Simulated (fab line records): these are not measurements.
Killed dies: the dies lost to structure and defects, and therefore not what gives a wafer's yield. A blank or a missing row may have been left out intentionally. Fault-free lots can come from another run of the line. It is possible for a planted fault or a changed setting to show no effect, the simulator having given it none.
Chamber matching || flow n5Finfet || N5_MOL_CONTACT_COAG_ALD_133 on aldSin-01: 4 sister chambers
The step deposits SiO2, target thk 5 nm, pulse time 1 s, co reactant pulse time 1 s. 20 wafers are shown with their chamber, then 10 later ones without.

== WAFERS PAIRED WITH THEIR CHAMBERS ==
{"wafer": "L074.2", "chamber": 1, "heaterPowerW (W)": 72, "precursorPulseHeightRel": 0.995}
{"wafer": "L074.3", "chamber": 2, "heaterPowerW (W)": 78, "precursorPulseHeightRel": 0.985}
{"wafer": "L074.6", "chamber": 3, "heaterPowerW (W)": 72, "precursorPulseHeightRel": 1.005}
{"wafer": "L075.3", "chamber": 0, "heaterPowerW (W)": 84, "precursorPulseHeightRel": 1.011}
{"wafer": "L075.4", "chamber": 1, "heaterPowerW (W)": 72, "precursorPulseHeightRel": 0.980}
{"wafer": "L075.5", "chamber": 0, "heaterPowerW (W)": 84, "precursorPulseHeightRel": 0.962}
{"wafer": "L078.2", "chamber": 2, "heaterPowerW (W)": 77, "precursorPulseHeightRel": 1.042}
{"wafer": "L078.5", "chamber": 2, "heaterPowerW (W)": 79, "precursorPulseHeightRel": 0.988}
{"wafer": "L078.6", "chamber": 3, "heaterPowerW (W)": 72, "precursorPulseHeightRel": 1.002}
{"wafer": "L079.2", "chamber": 1, "heaterPowerW (W)": 72, "precursorPulseHeightRel": 0.952}
{"wafer": "L079.3", "chamber": 3, "heaterPowerW (W)": 74, "precursorPulseHeightRel": 1.001}
{"wafer": "L079.4", "chamber": 2, "heaterPowerW (W)": 78, "precursorPulseHeightRel": 0.983}
{"wafer": "L084.1", "chamber": 1, "heaterPowerW (W)": 72, "precursorPulseHeightRel": 0.981}
{"wafer": "L084.3", "chamber": 0, "heaterPowerW (W)": 84, "precursorPulseHeightRel": 0.979}
{"wafer": "L084.5", "chamber": 3, "heaterPowerW (W)": 72, "precursorPulseHeightRel": 0.980}
{"wafer": "L086.1", "chamber": 0, "heaterPowerW (W)": 86, "precursorPulseHeightRel": 1.013}
{"wafer": "L086.4", "chamber": 3, "heaterPowerW (W)": 74, "precursorPulseHeightRel": 1.021}
{"wafer": "L086.5", "chamber": 2, "heaterPowerW (W)": 80, "precursorPulseHeightRel": 1.058}
{"wafer": "L088.1", "chamber": 1, "heaterPowerW (W)": 73, "precursorPulseHeightRel": 1.007}
{"wafer": "L088.2", "chamber": 0, "heaterPowerW (W)": 84, "precursorPulseHeightRel": 0.961}

SIGNATURES (means of the wafers above)
{"reading": "heaterPowerW", "chamber 0": 84.40, "chamber 1": 72.20, "chamber 2": 78.40, "chamber 3": 72.80, "scatter within a chamber": 0.935}
{"reading": "precursorPulseHeightRel", "chamber 0": 0.98520, "chamber 1": 0.98300, "chamber 2": 1.01120, "chamber 3": 1.00180, "scatter within a chamber": 0.0254}
Rule: for each reading, subtract the chamber's mean from the wafer's reading, divide by that reading's scatter and square the result; add these up over the readings and take the root, which gives the wafer's distance from the chamber. If the next closest chamber is less than 2 further off than the closest, the wafer can't be placed; otherwise it belongs to the closest. The scatter: take each reading less its chamber's mean, square it, sum over the shown wafers, divide by the number of wafers less the number of chambers, and take the root.

== WAFERS WITHOUT THEIR CHAMBER ==
{"wafer": "L088.4", "heaterPowerW (W)": 72, "precursorPulseHeightRel": 1.023}
{"wafer": "L092.3", "heaterPowerW (W)": 73, "precursorPulseHeightRel": 1.001}
{"wafer": "L092.5", "heaterPowerW (W)": 80, "precursorPulseHeightRel": 1.043}
{"wafer": "L092.6", "heaterPowerW (W)": 73, "precursorPulseHeightRel": 1.013}
{"wafer": "L093.4", "heaterPowerW (W)": 86, "precursorPulseHeightRel": 0.988}
{"wafer": "L093.5", "heaterPowerW (W)": 79, "precursorPulseHeightRel": 0.995}
{"wafer": "L093.6", "heaterPowerW (W)": 74, "precursorPulseHeightRel": 0.968}
{"wafer": "L094.2", "heaterPowerW (W)": 78, "precursorPulseHeightRel": 1.016}
{"wafer": "L094.4", "heaterPowerW (W)": 72, "precursorPulseHeightRel": 1.002}
{"wafer": "L094.5", "heaterPowerW (W)": 72, "precursorPulseHeightRel": 1.016}

== CHAMBER TAKEN BY EACH ==
{"wafer": "L088.4", "from the rows above": "can't be placed: 3 or 1", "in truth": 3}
{"wafer": "L092.3", "from the rows above": "can't be placed: 3 or 1", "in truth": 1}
{"wafer": "L092.5", "from the rows above": 2, "in truth": 2}
{"wafer": "L092.6", "from the rows above": "can't be placed: 3 or 1", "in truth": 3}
{"wafer": "L093.4", "from the rows above": 0, "in truth": 0}
{"wafer": "L093.5", "from the rows above": 2, "in truth": 2}
{"wafer": "L093.6", "from the rows above": "can't be placed: 3 or 1", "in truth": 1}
{"wafer": "L094.2", "from the rows above": 2, "in truth": 2}
{"wafer": "L094.4", "from the rows above": "can't be placed: 1 or 3", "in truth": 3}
{"wafer": "L094.5", "from the rows above": "can't be placed: 3 or 1", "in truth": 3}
Placed correctly: 4 of 10. Can't be placed from these rows: 6 (the true chamber is among the candidates in 6). Number placed wrongly: 0.
